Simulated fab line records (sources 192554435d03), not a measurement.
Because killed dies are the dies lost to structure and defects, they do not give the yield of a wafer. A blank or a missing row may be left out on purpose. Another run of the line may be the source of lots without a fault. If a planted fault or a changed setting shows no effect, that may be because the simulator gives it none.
Struck lot and sound lot, side by side    flow n5_finfet    24 steps out of a route of 1938
Sound: these wafers, L370.1, L370.2, L370.4. Struck: wafer L387.4. (L387.3 of the same lot was not struck and is left out.) The cause comes at the end.
At each step with rows: each side's tool, then ch and its chambers, then its first start. Under that, the readings that differ: sound wafers    struck wafers    difference of the means    sigmas: that difference in standard deviations of wafers without a fault.
alike: words and numbers the same on both sides, and readings whose means are apart by under 2 such deviations; not compared: readings that were withheld, readings missing a value for some wafer, numbers with overlapping values and no deviation given by the record, and bounds like >300 which may hide the same value.
Wherever a step has rows on one side only, a row that says differs or no value, or a row with sigmas, the two part there. Non-overlapping numbers with no deviation appear without sigmas and do not part them. Lack of a reading on every wafer of one side parts them only where that side has two or more wafers.

first, 6 steps without rows for these wafers: N5_FIN_CUT_COAT_02 (resist thk 30 nm); N5_FIN_CUT_EBR_04; N5_FIN_CUT_SOFTBAKE_03 (time 60 s); N5_FIN_CUT_EXPOSE_05 (exposes mask FIN CUT); N5_FIN_CUT_PEB_06 (peb time 60 s); N5_FIN_CUT_DEVELOP_07 (develop time 30 s).
N5_FIN_CUT_CD_MEAS_08: the cd target is 29.1 nm.
  sound on cd_sem-03 ch 0, day 3 08:45; struck on cd_sem-01 ch 0, day 7 14:36
reading     sound              struck  difference  sigmas
cd_nm (nm)  29.33 29.34 29.59  28.68   -0.74       -3
N5_FIN_CUT_OVL_MEAS_09:
  sound on overlay-02 ch 0, day 3 08:47; struck on overlay-02 ch 0, day 7 14:38
  alike: FIN_CUT_OVL
N5_FIN_CUT_INSPECT_10: inspects for defects (brightfield).
  sound on defect_inspect-01 at day 3 08:50; struck on defect_inspect-02 at day 7 14:41
  alike: raw_defect_count
then, 2 steps without rows for these wafers: N5_FIN_CUT_DESCUM_13 (chemistry O2, time 7 s); N5_FIN_CUT_ETCH_30 (etches underlayer in N2/H2, target depth 13 nm, time 10.4 s).
N5_FIN_CUT_ETCH_20: etches SiARC in CF4, target depth 26 nm, time 43.3 s.
  sound on rie_diel-06 ch 0,1,3, day 3 09:08; struck on rie_diel-06 ch 0, day 7 14:53
  alike: chamber_pressure_mTorr, drypump_motor_current_A, etch_rf_on_time_s, oes_product_au, rf_vpp_V, showerhead_plenum_p_Torr, throttle_valve_pct
  not compared: rf_hours_counter_h
N5_FIN_CUT_ETCH_21: etches SOC in N2/H2, target depth 219 nm, overetch 43.8 nm, time 523.5 s.
  sound on rie_diel-06 ch 0,1,3, day 3 09:11; struck on rie_diel-06 ch 0, day 7 14:55
reading                                     sound           struck  difference  sigmas
model.SiARC_of_FIN_CUT_COAT_19.thk_nm (nm)  12.4 11.8 12.2  8.8     -3.3        
model.FIN_CUT.cd_offset_nm (nm)             0 0.8 0.6       2.2     +1.7        
  alike: chamber_pressure_mTorr, drypump_motor_current_A, n2_flow_sccm, oes_product_au, rf_vpp_V, showerhead_plenum_p_Torr, throttle_valve_pct
  not compared: rf_hours_counter_h
then, 2 steps without rows for these wafers: N5_FIN_CUT_STRIP_23 (strips in N2/H2); N5_FIN_CUT_STRIP_31 (strips in N2/H2).
N5_FIN_CUT_STRIP_24: strips in CF4.
  sound on rie_diel-06 ch 0,1,3, day 3 09:30; struck on rie_diel-06 ch 0, day 7 15:15
  alike: bias_power_w, chamber_pressure_mTorr, drypump_motor_current_A, oes_product_au, rf_vpp_V, showerhead_plenum_p_Torr, throttle_valve_pct
  not compared: rf_hours_counter_h
N5_FIN_CUT_CUT_ETCH_26: etches SiNx in CH3F/O2, target depth 39 nm, time 55.7 s.
  sound on rie_diel-06 ch 0,1,3, day 3 09:31; struck on rie_diel-06 ch 0, day 7 15:16
  alike: O2_flow_sccm, chamber_pressure_mTorr, drypump_motor_current_A, oes_product_au, rf_vpp_V, showerhead_plenum_p_Torr, throttle_valve_pct
  not compared: rf_hours_counter_h
then, 1 step without rows for these wafers: N5_FIN_CUT_CUT_ETCH_27 (etches SiO2 in CHF3/O2, target depth 4 nm, overetch 2 nm, time 4.9 s).
N5_FIN_CUT_PRECLEAN_35: cleans in vHF, time 13.3 s.
  sound on vapor_etch-01 ch 0,1, day 3 09:38; struck on vapor_etch-01 ch 0, day 7 15:24
  alike: drypump_motor_current_A
then, 1 step without rows for these wafers: N5_FIN_CUT_CUT_ETCH_15 (etches Si in HBr/Cl2/O2, target depth 100 nm, bt time 10 s, time 42.4 s).
N5_FIN_CUT_CUT_ETCH_28: etches Si in HBr/Cl2/O2, target depth 6 nm, time 2.4 s.
  sound on rie_si-03 ch 1,2,3, day 3 09:46; struck on rie_si-05 ch 2, day 7 15:31
reading                          sound      struck  difference  sigmas
model.FIN_CUT.cd_offset_nm (nm)  0.2 1.4 1  1.8     +0.9        
  alike: O2_flow_sccm, chamber_pressure_mTorr, drypump_motor_current_A, oes_product_au, throttle_valve_pct
  not compared: rf_hours_counter_h
N5_FIN_CUT_STRIP_22: strips in N2/H2.
  sound on rie_diel-06 ch 0,3, day 3 09:50; struck on rie_diel-06 ch 3, day 7 15:35
reading           sound              struck  difference  sigmas
bias_power_w (W)  7.932 8.015 8.061  7.948   -0.055      -2
  alike: chamber_pressure_mTorr, drypump_motor_current_A, n2_flow_sccm, oes_product_au, rf_vpp_V, showerhead_plenum_p_Torr, throttle_valve_pct
  not compared: rf_hours_counter_h
-- record jumps: 7 days separate the struck wafers' starts on either side; left off in module FIN_CUT, taken up again in module BEOL_M4, whose first shown step is the route's number 1111 --
N5_BEOL_M4_RC_MEAS_101:
  sound on prober-02 ch 0, day 9 12:37; struck on prober-02 ch 0, day 14 15:16
  alike: DIBL_N, DIBL_P, IOFF_N, IOFF_P, ION_N, ION_P, SS_N, SS_P, VT_N, VT_P
-- a jump in the record: the struck wafers' starts before and after are 5 days apart (it breaks off in module BEOL_M4 and resumes in module PASSIVATION, where the first step shown is number 1936 of the route) --
N5_PASSIVATION_PROBE_49:
  sound on prober-01 at day 14 01:16; struck on prober-01 at day 19 05:03
  alike: defect_limited_yield, killed_at_M0_to_M3, killed_at_M4_up, killed_at_contacts, killed_at_front_end, killed_at_other, killed_dies, killed_open, killed_short, sort_bin_5_function, sort_bin_6_memory, sort_n_pass, sort_yield_pct

== WHERE THEY PART ==
First at N5_FIN_CUT_CD_MEAS_08; last, within this record, at N5_FIN_CUT_STRIP_22. Later steps at which nothing parts them and some readings are alike: N5_BEOL_M4_RC_MEAS_101, N5_PASSIVATION_PROBE_49.

WHY: what had been put in by the simulator
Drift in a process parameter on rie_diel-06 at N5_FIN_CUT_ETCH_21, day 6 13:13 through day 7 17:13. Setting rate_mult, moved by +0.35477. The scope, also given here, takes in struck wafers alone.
